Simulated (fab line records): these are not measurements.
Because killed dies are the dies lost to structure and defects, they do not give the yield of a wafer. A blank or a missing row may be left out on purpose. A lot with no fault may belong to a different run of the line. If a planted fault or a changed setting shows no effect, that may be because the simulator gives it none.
What tool caused it?    flow n5Finfet    10 lots, 28 wafers sampled, at 5 steps of a route of 1938

WHAT THE GAUGES READ, wafer by wafer
N5_PMOS_HMC_CHANNEL_EPI_CD_MEAS_09: the cd target is 237.4 nm. Usual: cdNm at 238.2 nm, with a standard deviation of 0.93.
lot   measured     on        cdNm (nm)          flag
L553  day 2 11:23  cdSem-01  239.9 240.1        
L555  day 2 23:29  cdSem-01  239.4 238.4 240.8  
L556  day 3 05:52  cdSem-03  238.4 237.8 237.7  
L557  day 3 11:31  cdSem-01  238.1 238.7 237.2  
L558  day 3 17:31  cdSem-01  237.0 236.9 237.4  
L559  day 4 00:37  cdSem-01  236.9 237.9 238.6  
L565  day 5 10:59  cdSem-01  239.9 238.3 239.0  
L569  day 6 11:28  cdSem-03  239.0 239.1 238.7  
L570  day 6 17:11  cdSem-03  238.7 240.3        
L572  day 7 07:08  cdSem-03  238.1 237.5 238.4  

N5_BEOL_M4_RC_MEAS_101. Usual: CJ_N 4.32, standard deviation 0.074; DIBL_N 35.9 mV/V, standard deviation 1.7; DIBL_P 35.8 mV/V, standard deviation 2.2; IOFF_N 0.15 nA/um, standard deviation 0.03; IOFF_P 0.21 nA/um, standard deviation 0.036; ION_N 674 uA/um, standard deviation 12; ION_P 463 uA/um, standard deviation 7.2; RS_PWELL 3009 ohm/sq, standard deviation 25; SS_N 71.3 mV/dec, standard deviation 0.59; SS_P 73.1 mV/dec, standard deviation 0.69; VT_N 250 mV, standard deviation 3; VT_P -251 mV, standard deviation 3.2.
lot   measured      on         CJ_N            DIBL_N (mV/V)   DIBL_P (mV/V)   IOFF_N (nA/um)  IOFF_P (nA/um)  ION_N (uA/um)  ION_P (uA/um)  RS_PWELL (ohm/sq)  SS_N (mV/dec)   SS_P (mV/dec)   VT_N (mV)    VT_P (mV)       flag
L553  day 8 16:16   prober-01  4.38 4.31       38.9 37.9       36.7 36.7       0.20 0.19       0.23 0.25       691 670        467 462        2973 2962          71.1 71.4       73.1 72.5       247 245      -247 -246       
L555  day 8 18:22   prober-02  4.31 4.36 4.26  34.0 36.1 35.6  33.5 35.7 35.3  0.12 0.16 0.13  0.19 0.22 0.20  662 679 662    460 470 464    3020 3018 3019     70.9 70.9 70.7  72.6 72.7 72.9  253 248 252  -251 -248 -249  
L556  day 9 18:02   prober-02  4.19 4.27 4.32  36.5 37.8 38.6  36.2 37.1 38.2  0.16 0.18 0.20  0.21 0.23 0.25  676 693 684    465 464 471    2973 2989 2996     71.3 71.6 72.5  72.6 72.4 73.0  249 246 246  -251 -248 -247  
L557  day 10 00:35  prober-02  4.05 3.98 4.03  38.5 38.5 38.3  39.9 39.9 38.8  0.21 0.22 0.20  0.26 0.27 0.23  694 684 678    472 473 461    2928 2942 2933     72.2 71.9 71.5  73.9 74.4 73.3  245 247 248  -249 -249 -249  OFF
L558  day 10 13:59  prober-01  4.32 4.41 4.28  35.7 35.9 35.3  37.4 36.5 37.5  0.15 0.14 0.15  0.20 0.21 0.22  675 675 685    467 467 474    3026 3036 3031     71.2 71.5 71.3  73.1 73.0 72.5  250 254 249  -252 -249 -252  
L559  day 10 21:28  prober-02  3.96 4.00 4.02  35.8 33.2 35.7  36.3 33.1 35.3  0.17 0.12 0.16  0.18 0.14 0.17  689 658 685    465 447 457    2949 2931 2966     71.5 70.6 70.9  73.7 72.7 73.5  247 250 248  -252 -258 -256  OFF
L565  day 12 04:47  prober-01  4.22 4.32 4.33  35.3 34.1 37.2  38.2 35.7 39.6  0.16 0.14 0.20  0.22 0.18 0.25  668 680 685    457 469 466    3030 3081 3043     71.4 71.1 72.2  74.3 73.4 74.7  250 249 245  -250 -251 -250  
L569  day 13 04:11  prober-01  4.20 4.28 4.43  33.5 32.6 36.3  33.8 31.7 35.8  0.13 0.11 0.17  0.19 0.17 0.22  670 645 681    464 447 468    3000 2986 2974     70.4 70.0 71.0  72.4 72.1 73.4  250 252 251  -248 -251 -248  
L570  day 13 05:05  prober-02  4.29 4.32       37.1 35.7       36.8 35.6       0.17 0.15       0.25 0.22       679 677        472 464        3011 2985          71.1 71.6       73.1 73.1       249 249      -246 -248       
L572  day 13 22:01  prober-02  4.30 4.28 4.34  35.8 37.6 34.1  36.1 38.6 33.2  0.15 0.19 0.12  0.21 0.25 0.16  673 686 665    461 467 455    3047 3025 3040     71.4 72.0 70.5  73.9 74.6 72.6  248 246 255  -251 -249 -251  

TOOL THAT RAN EACH LOT (tool first, then ch and the chambers of the sampled wafers, then the start)
lot   N5_ZERO_LAYER_ETCH_17             N5_WELL_APT_IMPLANT_32          N5_WELL_APT_RTA_34
L553  rieDiel-04 ch 0,2, day 2 06:52    implanter-01 ch 0, day 2 09:22  rtpAnneal-01 ch 0, day 2 09:52
L555  rieDiel-04 ch 0,1, day 2 18:52    implanter-01 ch 0, day 2 21:33  rtpAnneal-02 ch 0, day 2 22:01
L556  rieDiel-03 ch 0,1, day 3 01:02    implanter-02 ch 0, day 3 03:52  rtpAnneal-02 ch 0, day 3 04:21
L557  rieDiel-03 ch 1,2, day 3 06:44    implanter-01 ch 0, day 3 09:19  rtpAnneal-02 ch 0, day 3 10:01
L558  rieDiel-06 ch 1,2, day 3 12:50    implanter-02 ch 0, day 3 15:26  rtpAnneal-01 ch 0, day 3 16:01
L559  rieDiel-04 ch 0,1,3, day 3 19:00  implanter-01 ch 0, day 3 21:38  rtpAnneal-01 ch 0, day 3 22:22
L565  rieDiel-03 ch 0,2,3, day 5 06:43  implanter-02 ch 0, day 5 09:11  rtpAnneal-02 ch 0, day 5 09:40
L569  rieDiel-04 ch 0,2,3, day 6 06:44  implanter-02 ch 0, day 6 09:20  rtpAnneal-01 ch 0, day 6 10:04
L570  rieDiel-04 ch 1,3, day 6 12:51    implanter-02 ch 0, day 6 15:23  rtpAnneal-01 ch 0, day 6 15:52
L572  rieDiel-03 ch 0,1,2, day 7 00:51  implanter-01 ch 0, day 7 05:20  rtpAnneal-02 ch 0, day 7 05:49
- N5_ZERO_LAYER_ETCH_17: etches SiO2 in CF4, target depth 12 nm, time 13.3 s.
- N5_WELL_APT_IMPLANT_32
- N5_WELL_APT_RTA_34: time 10 s.

AS READ BY THE TOOLS THEMSELVES (means over the sampled wafers that have a number; for cases with no such wafer, the mark the record gives instead)
N5_ZERO_LAYER_ETCH_17. Usual: cf4FlowSccm 99.97 sccm, standard deviation 0.28; drypumpMotorCurrentA 5.5 A, standard deviation 0.41; oesProductAu 0.77 a.u., standard deviation 0.06; rfVppV 947 V, standard deviation 4.4; showerheadPlenumPTorr 2.12 Torr, standard deviation 0.072; throttleValvePct 15.76 %, standard deviation 0.25.
lot   tool        cf4FlowSccm (sccm)  drypumpMotorCurrentA (A)  oesProductAu (a.u.)  rfVppV (V)  showerheadPlenumPTorr (Torr)  throttleValvePct (%)  flag
L553  rieDiel-04  100.02              5.4                       0.78                 946         2.09                          15.71                 
L555  rieDiel-04  100.19              5.7                       0.75                 950         2.17                          16.03                 
L556  rieDiel-03  99.80               5.6                       0.76                 946         2.08                          15.52                 
L557  rieDiel-03  99.80               5.4                       0.76                 950         2.17                          15.60                 
L558  rieDiel-06  99.81               5.7                       0.78                 945         2.10                          15.82                 
L559  rieDiel-04  100.15              5.5                       0.76                 948         2.14                          15.90                 
L565  rieDiel-03  100.01              5.5                       0.76                 946         2.10                          15.84                 
L569  rieDiel-04  99.77               5.3                       0.83                 946         2.10                          15.62                 
L570  rieDiel-04  100.18              5.2                       0.70                 950         2.17                          16.08                 
L572  rieDiel-03  100.08              5.5                       0.74                 947         2.11                          15.71                 

N5_WELL_APT_IMPLANT_32. Usual: beamEnergyKeV at 50.000, with a standard deviation of 0.02.
lot   tool          beamEnergyKeV  flag
L553  implanter-01  49.981         
L555  implanter-01  49.986         
L556  implanter-02  49.995         
L557  implanter-01  54.897         OFF
L558  implanter-02  49.988         
L559  implanter-01  54.917         OFF
L565  implanter-02  50.015         
L569  implanter-02  49.981         
L570  implanter-02  50.020         
L572  implanter-01  49.991         

N5_WELL_APT_RTA_34. Usual: lampPowerPct 13.00 %, standard deviation 0.059; wafer_temp_C_max 1003.6, standard deviation 1.
lot   tool          lampPowerPct (%)  wafer_temp_C_max  flag
L553  rtpAnneal-01  13.00             1003.7            
L555  rtpAnneal-02  13.01             1004.7            
L556  rtpAnneal-02  13.00             1002.7            
L557  rtpAnneal-02  13.00             1003.9            
L558  rtpAnneal-01  12.99             1003.0            
L559  rtpAnneal-01  12.99             1003.5            
L565  rtpAnneal-02  12.95             1003.0            
L569  rtpAnneal-01  12.99             1003.5            
L570  rtpAnneal-01  13.02             1003.9            
L572  rtpAnneal-02  13.03             1002.6            

THE ANSWER, worked out from the rows above alone
Rule: lot off if the mean of its wafers having a number is beyond 3 standard deviations from the usual mean. Also off: a lot with no number at a reading for which 4 or more lots have one. All remaining lots with rows at the step are treated as sound. After the gauges, taken in route order, come the tools' own readings; for these a lot's mean is taken, as printed above. The first step at which some lot is off is used, and at that step the reading that is off furthest; a lot without a number counts as furthest.
Off: at N5_BEOL_M4_RC_MEAS_101 (CJ_N), L557, L559.
If a tool, at a process step before that reading, ran all the lots that are off and no sound lot after the first of them, it fits. Not tried: the gauges at N5_BEOL_M4_RC_MEAS_101; whatever is off there is also off at N5_WELL_APT_IMPLANT_32, on other tools, and gauge error can't account for it. None of those tried fits.

WHAT HAD BEEN PUT IN BY THE SIMULATOR
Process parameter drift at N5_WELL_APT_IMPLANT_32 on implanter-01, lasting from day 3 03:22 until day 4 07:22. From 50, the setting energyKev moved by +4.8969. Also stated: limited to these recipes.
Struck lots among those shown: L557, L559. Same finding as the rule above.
